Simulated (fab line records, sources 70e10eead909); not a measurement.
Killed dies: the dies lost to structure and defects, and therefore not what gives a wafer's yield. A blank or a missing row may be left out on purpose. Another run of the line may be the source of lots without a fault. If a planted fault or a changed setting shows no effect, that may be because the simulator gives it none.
fab line records ; flow nand-harc ; part 1 of 2: steps 1 to 22 of 33
record lots=5; wafers=15; last-day=23
route steps=1159 shown P_M2@327 P_BONDPAD@351
lots untouched by any fault: they come from a run of this same line in which no faults occurred
start-h: hours from the record's opening day to when the first of the lot's shown wafers began ; wait-h: hours since the lot's step before ; " identical to the entry in the row above ; L1.1+2: a single row standing in for several wafers ; - no value, or no start given ; * or withheld: withheld ; < > ~ a bound
route shown NAME@n: a module of which the file shows steps, and the number in the route of the first ; usual: mean and standard deviation over wafers with no fault ; same: alike in all rows ; chamber/n: place in a boat ; sites: per-site readings ; _std_site: how widely they spread, as a standard deviation ; _edge_site: outer sites' mean less inner sites' ; radius-mm: how far each site lies from the wafer's centre ; mask NAME#n: copy n ; behind: tool/chamber where the wafer was last shaped ; hold: cause of the lot's hold/its duration in hours/its outcome ; device: names the non-switching transistor (n, p or np) ; end of line: tests run on the same wafers once the route is complete ; a step with no rows: only its recipe ; killed: dies lost to structure and defects at the first sort, not the wafer's yield ; map: per-die view of a wafer (x killed, . not killed, _ where there is no die)
set.NAME: the setting as run; set.NAME@STEP: as run at that earlier step ; model.NAME: the simulator's own value behind a step, which no gauge read
lots seen at some steps along the route; tables by step, rows by wafer
services: a tool's chamber out of use, with start hour (start-h, from the record's first day; less than 0 if before it), hours out, and reason
## steps
# step NHARC_P_M2_DEVELOP_08
# recipe develop-time-s=35; dev-temp-c=23
# usual exhaust-pa=45.1/0.78
lot.wafer;tool;chamber;start-h;wait-h;exhaust-pa
L077.4;litho-track-04;0;-;-;45.5
L077.5;litho-track-04;0;-;-;44.0
L077.6;litho-track-04;0;-;-;46.2
L082.4;litho-track-06;0;-;-;44.1
L082.5;litho-track-06;0;-;-;45.5
L082.6;litho-track-06;0;-;-;44.7
L084.1;litho-track-06;0;-;-;44.1
L084.4;litho-track-06;0;-;-;44.3
L084.6;litho-track-06;0;-;-;44.5
L086.1;litho-track-06;0;-;-;45.7
L086.4;litho-track-06;0;-;-;45.5
L086.6;litho-track-06;0;-;-;45.9
L090.1;litho-track-01;0;-;-;45.2
L090.2;litho-track-01;0;-;-;45.2
L090.6;litho-track-01;0;-;-;45.3
# step NHARC_P_M2_CD_MEAS_09
# recipe target-cd-nm=170; landing-energy-ev=500
# usual cd-nm=170.0/0.55
lot.wafer;tool;chamber;start-h;wait-h;cd-nm
L077.4;cd-sem-03;0;137.15;-;168.8
L077.5;cd-sem-03;0;137.15;-;169.2
L077.6;cd-sem-03;0;137.15;-;169.6
L082.4;cd-sem-02;0;171.19;-;169.3
L082.5;cd-sem-02;0;171.19;-;168.5
L082.6;cd-sem-02;0;171.19;-;168.8
L084.1;cd-sem-01;0;179.46;-;169.6
L084.4;cd-sem-01;0;179.46;-;169.9
L084.6;cd-sem-01;0;179.46;-;169.8
L086.1;cd-sem-01;0;199.44;-;169.9
L086.4;cd-sem-01;0;199.44;-;170.4
L086.6;cd-sem-01;0;199.44;-;170.0
L090.1;cd-sem-02;0;223.67;-;170.0
L090.2;cd-sem-02;0;223.67;-;170.0
L090.6;cd-sem-02;0;223.67;-;169.4
# step NHARC_P_M2_OVL_MEAS_10
# recipe pitch-nm=340
# usual overlay-x-nm=0.0/0.84; overlay-y-nm=0.3/0.74
lot.wafer;tool;chamber;start-h;wait-h;overlay-x-nm;overlay-y-nm
L077.4;overlay-02;-;137.24;-;-0.2;-0.8
L077.5;overlay-02;-;137.24;-;-0.6;0.0
L077.6;overlay-02;-;137.24;-;-0.7;0.2
L082.4;overlay-02;-;171.27;-;-0.7;0.6
L082.5;overlay-02;-;171.27;-;-1.1;0.1
L082.6;overlay-02;-;171.27;-;-0.5;0.4
L084.1;overlay-01;-;179.56;-;0.9;0.2
L084.4;overlay-01;-;179.56;-;0.9;-1.0
L084.6;overlay-01;-;179.56;-;1.3;-0.7
L086.1;overlay-02;-;199.53;-;1.0;2.2
L086.4;overlay-02;-;199.53;-;1.1;2.1
L086.6;overlay-02;-;199.53;-;1.3;2.0
L090.1;overlay-02;-;223.76;-;-0.7;0.0
L090.2;overlay-02;-;223.76;-;-0.1;0.4
L090.6;overlay-02;-;223.76;-;-0.4;0.0
# step NHARC_P_M2_INSPECT_11
# usual raw-defect-count=4.2/2.6
lot.wafer;tool;chamber;start-h;wait-h;raw-defect-count
L077.4;defect-inspect-01;-;137.27;0.0;4
L077.5;defect-inspect-01;-;137.27;0.0;2
L077.6;defect-inspect-01;-;137.27;0.0;2
L082.4;defect-inspect-02;-;171.31;0.0;4
L082.5;defect-inspect-02;-;171.31;0.0;3
L082.6;defect-inspect-02;-;171.31;0.0;5
L084.1;defect-inspect-02;-;179.59;0.0;4
L084.4;defect-inspect-02;-;179.59;0.0;4
L084.6;defect-inspect-02;-;179.59;0.0;3
L086.1;defect-inspect-02;-;199.56;0.0;1
L086.4;defect-inspect-02;-;199.56;0.0;5
L086.6;defect-inspect-02;-;199.56;0.0;3
L090.1;defect-inspect-01;-;223.80;0.0;3
L090.2;defect-inspect-01;-;223.80;0.0;4
L090.6;defect-inspect-01;-;223.80;0.0;2
# step NHARC_P_M2_DESCUM_14
# recipe time-s=3; o2-flow-sccm=200; ar-flow-sccm=0; bias-power-w=0; chemistry=O2
# usual drypump-motor-current-A=5.5/0.48; oes-product-au=1.001/0.013; rf-vpp-V=57.7/0.78; showerhead-plenum-p-Torr=1.90/0.053; throttle-valve-pct=11.310/0.0081
# same bias-power-w=0
lot.wafer;tool;chamber;start-h;wait-h;drypump-motor-current-A;oes-product-au;rf-hours-counter-h;rf-vpp-V;showerhead-plenum-p-Torr;throttle-valve-pct
L077.4;rie-diel-06;2;137.34;0.1;5.8;1.021;15;59.5;2.04;11.310
L077.5;rie-diel-06;1;137.34;0.1;6.0;0.990;-;57.1;1.96;11.310
L077.6;rie-diel-06;2;137.34;0.1;5.7;1.019;-;58.5;2.04;11.316
L082.4;rie-diel-01;1;171.37;0.1;6.3;0.991;0;56.7;1.88;11.308
L082.5;rie-diel-01;0;171.37;0.1;5.1;1.015;-;58.7;1.94;11.299
L082.6;rie-diel-01;1;171.37;0.1;6.3;0.990;-;57.4;1.88;11.297
L084.1;rie-diel-06;1;179.66;0.1;6.0;0.990;25;58.1;1.96;11.297
L084.4;rie-diel-06;0;179.66;0.1;4.9;1.019;25;57.0;1.83;11.312
L084.6;rie-diel-06;1;179.66;0.1;6.0;0.994;-;58.3;1.96;11.308
L086.4;rie-diel-01;3;199.62;0.1;5.3;1.005;2;57.2;1.88;11.295
L086.1;rie-diel-01;0;199.62;0.1;5.1;1.012;2;57.0;1.94;11.313
L086.6;rie-diel-01;0;199.62;0.1;5.1;1.013;-;57.5;1.94;11.297
L090.1;rie-diel-01;0;223.87;0.1;5.1;1.009;3;58.5;1.94;11.318
L090.2;rie-diel-01;2;223.87;0.1;5.2;0.981;3;57.9;1.85;11.305
L090.6;rie-diel-01;0;223.87;0.1;5.1;1.011;-;58.7;1.94;11.287
# step NHARC_P_M2_ETCH_35
# recipe target-depth-a=400; overetch-a=120; time-s=43.94; ion-energy-ev=200; n2-flow-sccm=150; h2-flow-sccm=150; ar-flow-sccm=0; rf-w=400; bias-w=150; chemistry=N2/H2
# usual drypump-motor-current-A=5.6/0.51; oes-product-au=1.000/0.013; rf-vpp-V=429.8/1.7; showerhead-plenum-p-Torr=2.02/0.055; throttle-valve-pct=14.171/0.0094
lot.wafer;tool;chamber;start-h;wait-h;drypump-motor-current-A;oes-product-au;rf-hours-counter-h;rf-vpp-V;showerhead-plenum-p-Torr;throttle-valve-pct
L077.4;rie-diel-06;1;137.45;0.1;6.0;0.995;15;432.3;2.09;14.180
L077.6;rie-diel-06;3;137.45;0.1;6.4;0.993;-;428.7;1.97;14.159
L077.5;rie-diel-06;0;137.45;0.1;4.9;1.024;-;426.3;1.95;14.180
L082.4;rie-diel-01;3;171.47;0.1;5.3;1.006;1;428.3;2.00;14.170
L082.5;rie-diel-01;0;171.47;0.1;5.2;1.019;-;431.5;2.07;14.172
L082.6;rie-diel-01;1;171.47;0.1;6.3;0.985;-;428.1;2.00;14.175
L084.4;rie-diel-06;0;179.74;0.1;4.9;1.017;25;426.4;1.95;14.181
L084.1;rie-diel-06;2;179.74;0.1;5.7;1.004;24;433.5;2.17;14.177
L084.6;rie-diel-06;0;179.74;0.1;4.9;1.016;-;428.9;1.95;14.165
L086.4;rie-diel-01;0;199.71;0.1;5.1;1.028;2;432.6;2.07;14.162
L086.1;rie-diel-01;3;199.71;0.1;5.3;1.007;2;428.4;2.00;14.172
L086.6;rie-diel-01;0;199.71;0.1;5.1;1.022;-;430.5;2.07;14.173
L090.2;rie-diel-01;0;223.96;0.1;5.2;1.004;3;431.0;2.07;14.166
L090.1;rie-diel-01;2;223.96;0.1;5.2;0.989;3;429.2;1.97;14.174
L090.6;rie-diel-01;0;223.96;0.1;5.1;1.016;-;431.5;2.07;14.187
# step NHARC_P_M2_ETCH_15
# recipe target-depth-a=1825; time-s=91.2; c4f8-flow-sccm=withheld; ar-flow-sccm=400; rf-w=600; bias-w=300; chemistry=C4F8/Ar
# usual oes-product-au=0.948/0.024; rf-vpp-V=440.3/1.6
lot.wafer;tool;chamber;start-h;wait-h;oes-product-au;rf-hours-counter-h;rf-vpp-V
L077.4;rie-diel-06;0;-;-;0.941;15;439.8
L077.6;rie-diel-06;3;-;-;0.924;-;438.3
L077.5;rie-diel-06;0;-;-;0.941;-;438.7
L082.4;rie-diel-01;2;-;-;0.925;1;441.1
L082.5;rie-diel-01;1;-;-;0.925;-;438.8
L082.6;rie-diel-01;2;-;-;0.920;-;439.8
L084.1;rie-diel-06;3;-;-;0.921;25;438.9
L084.4;rie-diel-06;0;-;-;0.953;25;438.5
L084.6;rie-diel-06;2;-;-;0.936;-;443.3
L086.1;rie-diel-01;3;-;-;0.954;2;439.6
L086.4;rie-diel-01;0;-;-;0.972;2;441.5
L086.6;rie-diel-01;0;-;-;0.972;-;440.8
L090.2;rie-diel-01;2;-;-;0.952;3;439.3
L090.1;rie-diel-01;3;-;-;0.955;3;440.1
L090.6;rie-diel-01;0;-;-;0.985;-;440.7
# step NHARC_P_M2_CD_MEAS_16
# usual cd-nm=170.0/0.76
lot.wafer;tool;chamber;start-h;wait-h;cd-nm
L077.4;cd-sem-03;-;137.67;-;168.2
L077.5;cd-sem-03;-;137.67;-;169.5
L077.6;cd-sem-03;-;137.67;-;169.3
L082.4;cd-sem-02;-;171.70;-;169.4
L082.5;cd-sem-02;-;171.70;-;167.7
L082.6;cd-sem-02;-;171.70;-;168.5
L084.1;cd-sem-01;-;179.98;-;169.4
L084.4;cd-sem-01;-;179.98;-;170.6
L084.6;cd-sem-01;-;179.98;-;170.0
L086.1;cd-sem-01;-;199.93;-;169.9
L086.4;cd-sem-01;-;199.93;-;170.4
L086.6;cd-sem-01;-;199.93;-;170.4
L090.1;cd-sem-01;-;224.21;-;169.0
L090.2;cd-sem-01;-;224.21;-;170.4
L090.6;cd-sem-01;-;224.21;-;169.4
# step NHARC_P_M2_STRIP_18
# recipe power-w=1000; n2-flow-sccm=150; h2-flow-sccm=150; ar-flow-sccm=0; bias-w=0; chemistry=N2/H2
# usual drypump-motor-current-A=5.6/0.5; oes-product-au=0.999/0.012; rf-vpp-V=90.6/0.96; showerhead-plenum-p-Torr=2.03/0.07; throttle-valve-pct=14.170/0.0092
lot.wafer;tool;chamber;start-h;wait-h;drypump-motor-current-A;oes-product-au;rf-hours-counter-h;rf-vpp-V;showerhead-plenum-p-Torr;throttle-valve-pct
L077.4;rie-diel-13;0;137.80;0.1;6.1;1.004;10;89.1;1.91;14.170
L077.5;rie-diel-13;2;137.80;0.1;6.0;0.994;-;90.3;2.13;14.164
L077.6;rie-diel-13;3;137.80;0.1;5.1;0.998;-;91.7;2.15;14.164
L082.4;rie-diel-01;1;171.85;0.1;6.3;0.993;1;90.0;2.00;14.168
L082.5;rie-diel-01;2;171.85;0.1;5.2;0.981;-;90.8;1.97;14.175
L082.6;rie-diel-01;3;171.85;0.1;5.3;1.002;-;89.4;2.00;14.170
L084.1;rie-diel-06;2;180.08;0.1;5.7;1.007;24;89.9;2.17;14.182
L084.4;rie-diel-06;3;180.08;0.1;6.3;1.003;25;90.8;1.97;14.159
L084.6;rie-diel-06;2;180.08;0.1;5.8;1.012;-;90.3;2.17;14.168
L086.4;rie-diel-01;0;200.03;0.1;5.1;1.017;2;92.0;2.07;14.175
L086.1;rie-diel-01;1;200.03;0.1;6.3;0.994;2;91.8;2.00;14.172
L086.6;rie-diel-01;0;200.03;0.1;5.2;1.026;-;90.1;2.07;14.162
L090.1;rie-diel-13;3;224.28;0.1;5.0;0.997;38;90.6;2.14;14.184
L090.2;rie-diel-13;0;224.28;0.1;6.1;0.986;44;89.1;1.90;14.172
L090.6;rie-diel-13;0;224.28;0.1;6.1;0.995;-;91.3;1.90;14.177
# step NHARC_P_M2_ETCH_28
# recipe target-depth-a=300; over-etch-frac=0.3; time-s=72.99; ion-energy-ev=150; cf4-flow-sccm=50; n2-flow-sccm=100; ar-flow-sccm=150; rf-w=300; bias-w=100; chemistry=CF4/N2
# usual drypump-motor-current-A=5.6/0.5; oes-product-au=1.000/0.013; rf-vpp-V=313.9/1.5; showerhead-plenum-p-Torr=2.61/0.081; throttle-valve-pct=19.795/0.01
lot.wafer;tool;chamber;start-h;wait-h;drypump-motor-current-A;oes-product-au;rf-hours-counter-h;rf-vpp-V;showerhead-plenum-p-Torr;throttle-valve-pct
L077.4;rie-diel-13;0;-;-;6.1;0.997;10;311.3;2.47;19.799
L077.5;rie-diel-13;1;-;-;6.4;0.996;-;314.7;2.67;19.804
L077.6;rie-diel-13;2;-;-;6.0;0.997;-;316.2;2.73;19.792
L082.4;rie-diel-01;3;-;-;5.3;0.989;1;313.6;2.58;19.797
L082.6;rie-diel-01;2;-;-;5.3;0.976;-;313.4;2.54;19.802
L082.5;rie-diel-01;3;-;-;5.3;1.002;-;312.0;2.58;19.805
L084.1;rie-diel-06;2;-;-;5.8;1.002;24;317.4;2.78;19.787
L084.4;rie-diel-06;3;-;-;6.3;0.999;25;311.3;2.54;19.786
L084.6;rie-diel-06;2;-;-;5.8;0.992;-;317.8;2.78;19.778
L086.4;rie-diel-01;2;-;-;5.2;0.990;2;313.2;2.55;19.793
L086.1;rie-diel-01;3;-;-;5.3;1.003;2;313.3;2.58;19.790
L086.6;rie-diel-01;0;-;-;5.1;1.033;-;314.7;2.66;19.804
L090.1;rie-diel-13;0;-;-;6.1;0.991;44;312.3;2.46;19.796
L090.2;rie-diel-13;1;-;-;6.4;0.998;45;314.6;2.65;19.803
L090.6;rie-diel-13;0;-;-;6.1;0.998;-;311.8;2.46;19.793
# step NHARC_P_M2_STRIP_19
# recipe time-s=600; temp-c=30; chemistry=post-etch-residue-remover
lot.wafer;tool;chamber;start-h;wait-h
L077.4+6+5;wet-bench-08;6,7,0;138.12;-
L082.5+4+6;wet-bench-08;2,3,5;172.16;-
L084.6+4+1;wet-bench-10;3,4,5;180.45;-
L086.6+4+1;wet-bench-08;0,1,3;200.39;-
L090.1+2+6;wet-bench-08;6,0,2;224.65;-
# step NHARC_P_M2_DEGAS_29
# recipe temp-c=250; time-s=60
# usual heater-power-w=353/49
lot.wafer;tool;chamber;start-h;wait-h;heater-power-w
L077.4;pvd-sputter-03;-;138.38;-;355
L077.5;pvd-sputter-03;-;138.38;-;355
L077.6;pvd-sputter-03;-;138.38;-;368
L082.4;pvd-sputter-01;-;172.42;-;331
L082.5;pvd-sputter-01;-;172.42;-;342
L082.6;pvd-sputter-01;-;172.42;-;336
L084.4;pvd-sputter-02;-;180.70;-;487
L084.1;pvd-sputter-02;-;180.70;-;311
L084.6;pvd-sputter-02;-;180.70;-;486
L086.4;pvd-sputter-01;-;200.64;-;340
L086.1;pvd-sputter-01;-;200.64;-;338
L086.6;pvd-sputter-01;-;200.64;-;337
L090.2;pvd-sputter-02;-;224.93;-;259
L090.1;pvd-sputter-02;-;224.93;-;314
L090.6;pvd-sputter-02;-;224.93;-;272
# step NHARC_P_M2_PRE_CLEAN_30
# recipe time-s=30; temp-c=280; gas=H2/He
# usual heater-power-w=426/57
lot.wafer;tool;chamber;start-h;wait-h;heater-power-w
L077.4;pvd-sputter-03;-;-;-;446
L077.6;pvd-sputter-03;-;-;-;422
L077.5;pvd-sputter-03;-;-;-;477
L082.4;pvd-sputter-01;-;-;-;403
L082.6;pvd-sputter-01;-;-;-;419
L082.5;pvd-sputter-01;-;-;-;426
L084.1;pvd-sputter-02;-;-;-;386
L084.4;pvd-sputter-02;-;-;-;438
L084.6;pvd-sputter-02;-;-;-;322
L086.1;pvd-sputter-01;-;-;-;427
L086.4;pvd-sputter-01;-;-;-;410
L086.6;pvd-sputter-01;-;-;-;419
L090.1;pvd-sputter-02;-;-;-;572
L090.2;pvd-sputter-02;-;-;-;395
L090.6;pvd-sputter-02;-;-;-;584
# step NHARC_P_M2_PVD_20
# recipe target-thk-a=50; bias-v=168.6; power-w=15000; chamber-pressure-pa=0.12; time-s=8.06; substrate-temp-c=50; material=TaN
# usual chamber-pressure-pa=0.12001/0.00025; substrate-temp-c=50.01/0.11; throttle-valve-pct=29.8/0.98
lot.wafer;tool;chamber;start-h;wait-h;chamber-pressure-pa;substrate-temp-c;throttle-valve-pct
L077.4;pvd-sputter-03;-;-;-;0.12026;50.24;30.0
L077.5;pvd-sputter-03;-;-;-;0.11991;49.96;29.4
L077.6;pvd-sputter-03;-;-;-;0.1195;49.99;30.2
L082.4;pvd-sputter-01;-;-;-;0.11991;50.13;29.2
L082.5;pvd-sputter-01;-;-;-;0.12032;50.20;28.7
L082.6;pvd-sputter-01;-;-;-;0.12002;49.89;28.6
L084.4;pvd-sputter-02;-;-;-;0.12018;49.77;31.4
L084.1;pvd-sputter-02;-;-;-;0.11989;49.98;31.5
L084.6;pvd-sputter-02;-;-;-;0.12031;49.86;31.3
L086.1;pvd-sputter-01;-;-;-;0.12009;49.96;28.6
L086.4;pvd-sputter-01;-;-;-;0.11979;49.97;28.9
L086.6;pvd-sputter-01;-;-;-;0.11982;49.90;30.6
L090.1;pvd-sputter-02;-;-;-;0.12014;50.17;30.8
L090.2;pvd-sputter-02;-;-;-;0.12012;49.93;31.1
L090.6;pvd-sputter-02;-;-;-;0.11998;50.05;31.1
# step NHARC_P_M2_PVD_21
# recipe target-thk-a=300; chamber-pressure-pa=5; power-w=5000; substrate-temp-c=30; time-s=20.49; material=Cu
# usual chamber-pressure-pa=4.998/0.011; substrate-temp-c=30.01/0.1; throttle-valve-pct=29.8/0.96
lot.wafer;tool;chamber;start-h;wait-h;chamber-pressure-pa;substrate-temp-c;throttle-valve-pct
L077.4;pvd-sputter-03;-;-;-;4.987;30.13;29.5
L077.5;pvd-sputter-03;-;-;-;5.000;30.02;29.5
L077.6;pvd-sputter-03;-;-;-;5.002;30.02;30.3
L082.4;pvd-sputter-01;-;-;-;4.993;30.00;28.8
L082.5;pvd-sputter-01;-;-;-;4.979;30.05;29.6
L082.6;pvd-sputter-01;-;-;-;5.008;29.86;28.8
L084.1;pvd-sputter-02;-;-;-;5.015;30.16;27.8
L084.4;pvd-sputter-02;-;-;-;5.005;29.97;30.7
L084.6;pvd-sputter-02;-;-;-;5.008;30.01;27.9
L086.4;pvd-sputter-01;-;-;-;5.020;29.88;29.8
L086.1;pvd-sputter-01;-;-;-;5.005;30.11;28.8
L086.6;pvd-sputter-01;-;-;-;5.008;29.89;29.7
L090.1;pvd-sputter-02;-;-;-;4.994;30.16;31.1
L090.2;pvd-sputter-02;-;-;-;4.985;30.05;27.6
L090.6;pvd-sputter-02;-;-;-;5.006;30.00;31.0
# step NHARC_P_M2_ECD_22
# recipe target-thk-a=4000; bath-temp-c=25; material=Cu
lot.wafer;tool;chamber;start-h;wait-h
L077.4+5+6;ecd-cu-01;0,1,0;138.89;-
L082.4+6+5;ecd-cu-02;0,1,0;173.06;-
L084.1+4+6;ecd-cu-01;0;181.14;-
L086.1+4+6;ecd-cu-02;0,1,0;201.02;-
L090.1+2+6;ecd-cu-02;1,0,1;225.28;-
# step NHARC_P_M2_ANNEAL_31
# recipe temp-c=225; time-s=90
# usual wafer_temp_C_max=226.2/0.35
lot.wafer;tool;chamber;start-h;wait-h;wafer_temp_C_max
L077.4;rtp-anneal-02;0;139.50;-;226.2
L077.5;rtp-anneal-02;0;139.50;-;226.3
L077.6;rtp-anneal-02;0;139.50;-;226.2
L082.4;rtp-anneal-01;0;173.44;-;225.9
L082.5;rtp-anneal-01;0;173.44;-;226.2
L082.6;rtp-anneal-01;0;173.44;-;225.8
L084.1;rtp-anneal-02;0;181.67;-;226.3
L084.4;rtp-anneal-02;0;181.67;-;226.0
L084.6;rtp-anneal-02;0;181.67;-;226.3
L086.1;rtp-anneal-02;0;201.40;0.3;226.3
L086.4;rtp-anneal-02;0;201.40;0.3;225.9
L086.6;rtp-anneal-02;0;201.40;0.3;226.4
L090.1;rtp-anneal-02;0;225.66;-;225.8
L090.2;rtp-anneal-02;0;225.66;-;226.3
L090.6;rtp-anneal-02;0;225.66;-;226.4
# step NHARC_P_M2_CMP_23
# recipe t-overpolish-s=20; target-thk-nm=144.3
# usual motor-current-A=12.0/1.1; slurry-filter-dp-kPa=13.52/0.14; time-to-endpoint-s=28.8/2.5
lot.wafer;tool;chamber;start-h;wait-h;motor-current-A;slurry-filter-dp-kPa;time-to-endpoint-s
L077.4;cmp-02;1;139.69;-;13.0;13.34;28.4
L077.5;cmp-02;1;139.69;-;13.4;13.65;25.0
L077.6;cmp-02;2;139.69;-;11.4;13.34;26.2
L082.4;cmp-01;1;173.71;-;11.5;13.52;31.0
L082.6;cmp-01;2;173.71;-;12.9;13.47;26.4
L082.5;cmp-01;3;173.71;-;10.7;13.47;29.7
L084.4;cmp-02;3;182.01;-;13.3;13.47;31.6
L084.1;cmp-02;0;182.01;-;9.7;13.47;31.1
L084.6;cmp-02;0;182.01;-;9.6;13.63;30.8
L086.1;cmp-02;1;201.78;-;13.3;13.53;31.6
L086.4;cmp-02;3;201.78;-;12.7;13.55;30.9
L086.6;cmp-02;0;201.78;-;9.7;13.50;28.6
L090.2;cmp-04;2;226.04;-;10.8;13.53;27.0
L090.1;cmp-04;0;226.04;-;12.4;13.57;22.8
L090.6;cmp-04;1;226.04;-;12.1;13.56;25.7
# step NHARC_P_M2_THK_MEAS_24
# recipe thk-meas-gauge=xrf
# usual thk-nm=144.1/1.4
lot.wafer;tool;chamber;start-h;wait-h;thk-nm
L077.4;film-metro-01;-;140.01;-;144.1
L077.5;film-metro-01;-;140.01;-;145.6
L077.6;film-metro-01;-;140.01;-;145.2
L082.4;film-metro-02;-;173.94;-;146.2
L082.5;film-metro-02;-;173.94;-;146.1
L082.6;film-metro-02;-;173.94;-;143.7
L084.1;film-metro-01;-;182.33;-;145.8
L084.4;film-metro-01;-;182.33;-;146.7
L084.6;film-metro-01;-;182.33;-;143.0
L086.1;film-metro-01;-;202.07;-;142.4
L086.4;film-metro-01;-;202.07;-;142.0
L086.6;film-metro-01;-;202.07;-;145.5
L090.1;film-metro-02;-;226.32;-;143.0
L090.2;film-metro-02;-;226.32;-;143.3
L090.6;film-metro-02;-;226.32;-;142.9
# step NHARC_P_M2_SRD_25
lot.wafer;tool;chamber;start-h;wait-h
L077.4+5+6;wet-bench-08;4,5,0;140.05;0.0
L082.4+6+5;wet-bench-08;7,0,1;173.99;0.1
L084.4+1+6;wet-bench-08;6,7,2;182.38;0.0
L086.4+6+1;wet-bench-08;3,5,0;202.11;0.0
L090.6+2+1;wet-bench-10;7,0,4;226.37;0.0
# step NHARC_P_M2_INSPECT_27
# usual raw-defect-count=325/120
lot.wafer;tool;chamber;start-h;wait-h;raw-defect-count
L077.4;defect-inspect-02;-;140.17;0.0;524
L077.5;defect-inspect-02;-;140.17;0.0;648
L077.6;defect-inspect-02;-;140.17;0.0;442
L082.4;defect-inspect-02;-;174.11;0.0;319
L082.5;defect-inspect-02;-;174.11;0.0;226
L082.6;defect-inspect-02;-;174.11;0.0;228
L084.1;defect-inspect-02;-;182.49;0.0;419
L084.4;defect-inspect-02;-;182.49;0.0;268
L084.6;defect-inspect-02;-;182.49;0.0;217
L086.1;defect-inspect-02;-;202.22;0.0;447
L086.4;defect-inspect-02;-;202.22;0.0;162
L086.6;defect-inspect-02;-;202.22;0.0;361
L090.1;defect-inspect-02;-;226.50;0.1;250
L090.2;defect-inspect-02;-;226.50;0.1;179
L090.6;defect-inspect-02;-;226.50;0.1;206
# step NHARC_P_M2_PRE_CLEAN_32
# recipe time-s=12; temp-c=370; rf-power-w=300; gas=NH3
# usual heater-power-w=577/57
lot.wafer;tool;chamber;start-h;wait-h;heater-power-w
L077.6;pecvd-02;2;140.27;0.1;561
L077.4;pecvd-02;0;140.27;0.1;582
L077.5;pecvd-02;1;140.27;0.1;566
L082.6;pecvd-03;2;174.21;0.1;710
L082.5;pecvd-03;0;174.21;0.1;600
L082.4;pecvd-03;1;174.21;0.1;541
L084.1;pecvd-03;2;182.57;0.1;677
L084.6;pecvd-03;1;182.57;0.1;543
L084.4;pecvd-03;0;182.57;0.1;674
L086.1;pecvd-02;2;202.29;0.1;618
L086.6;pecvd-02;0;202.29;0.1;572
L086.4;pecvd-02;1;202.29;0.1;469
L090.1;pecvd-04;0;226.57;0.1;591
L090.2;pecvd-04;1;226.57;0.1;707
L090.6;pecvd-04;0;226.57;0.1;592
